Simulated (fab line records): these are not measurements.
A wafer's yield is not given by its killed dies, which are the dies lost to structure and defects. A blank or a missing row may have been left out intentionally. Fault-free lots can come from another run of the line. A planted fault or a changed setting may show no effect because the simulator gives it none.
A lot that was struck, set against a sound lot    flow n5 finfet    14 out of 1938 route steps
Sound: the wafers L493.1, L493.3, L493.6. Wafers struck: L499.3, L499.4, L499.5. At the end, the cause is stated.
For every step that has rows: the tool of each side, followed by ch and its chambers, followed by its first start. Under that, the readings that differ: sound wafers    struck wafers    difference of the means    sigmas: that difference in standard deviations of wafers without a fault.
alike: a reading whose means differ by less than 2 such deviations, as well as words and numbers matching on both sides. not compared: withheld readings; readings where some wafer has no value; bounds like >300 that might hide an equal value; numbers whose values overlap and for which the record gives no deviation.
A row with sigmas, a row that says differs or no value, or rows on one side alone: a step with any of these is where the two part. Numbers that don't overlap but have no deviation are shown without sigmas and don't part them. A reading missing from all wafers of one side parts the sides only when that side holds two or more wafers.

N5_BEOL_M0_SAQP_PECVD_03: deposits SiCN from 3MS/NH3, target thk 12 nm, time 21.1 s.
  sound on pecvd-04 ch 1, day 8 05:55; struck on pecvd-04 ch 0,1, day 9 18:40
  alike: rf fwd power W, showerhead plenum p Torr, throttle valve pct
N5_BEOL_M0_SAQP_PECVD_96: deposits a-Si from SiH4/He, target thk 45 nm, time 45.2 s.
  sound on pecvd-04 ch 1, day 8 05:58; struck on pecvd-04 ch 0,1, day 9 18:43
  alike: heater power w, rf fwd power W, showerhead plenum p Torr, throttle valve pct
N5_BEOL_M0_SAQP_PECVD_97: deposits SiNx from SiH4/NH3/N2, target thk 23 nm, time 19.9 s.
  sound on pecvd-04 ch 1, day 8 06:02; struck on pecvd-04 ch 0,1, day 9 18:47
  alike: heater power w, rf fwd power W, showerhead plenum p Torr, throttle valve pct
N5_BEOL_M0_SAQP_PECVD_04: deposits a-Si from SiH4/He, target thk 60 nm, time 60.2 s.
  sound on pecvd-04 ch 1, day 8 06:05; struck on pecvd-04 ch 0,1, day 9 18:52
  alike: heater power w, rf fwd power W, showerhead plenum p Torr, throttle valve pct
N5_BEOL_M0_SAQP_THK_MEAS_05:
  sound on film metro-02, day 8 06:13; struck on film metro-01, day 9 18:57
  alike: thk nm
N5_BEOL_M0_SAQP_HM_DEP_111: deposits SiO2 from SiH4/N2O, target thk 12 nm, time 7.2 s.
  sound on pecvd-02 ch 0,1,2, day 8 06:16; struck on pecvd-02 ch 0,2, day 9 18:59
  alike: heater power w, rf fwd power W, showerhead plenum p Torr
then, 6 steps without rows for these wafers: N5_BEOL_M0_SAQP_COAT_81 (time 60 s, resist thk 100 nm); N5_BEOL_M0_SAQP_COAT_82 (time 60 s, resist thk 30 nm); N5_BEOL_M0_SAQP_COAT_08 (resist thk 90 nm); N5_BEOL_M0_SAQP_EBR_10; N5_BEOL_M0_SAQP_SOFTBAKE_09 (time 60 s); N5_BEOL_M0_SAQP_EXPOSE_11 (exposes mask M0 CORE, target cd 42 nm).
N5_BEOL_M0_SAQP_PEB_12: peb time 60 s.
  sound on litho track-03 ch 0, day 8 06:38; struck on litho track-05, day 9 19:22
  no value came back on the struck wafers for chill plate temp C (C), exhaust pa (Pa), resist line temp C (C); on the sound wafers chill plate temp C (C) reads 23.02 23.07 22.97
then, 1 step without rows for these wafers: N5_BEOL_M0_SAQP_DEVELOP_13 (develop time 30 s).

== WHERE THEY PART ==
Within this record, at N5_BEOL_M0_SAQP_PEB_12 only.

WHY: what the simulator had put in
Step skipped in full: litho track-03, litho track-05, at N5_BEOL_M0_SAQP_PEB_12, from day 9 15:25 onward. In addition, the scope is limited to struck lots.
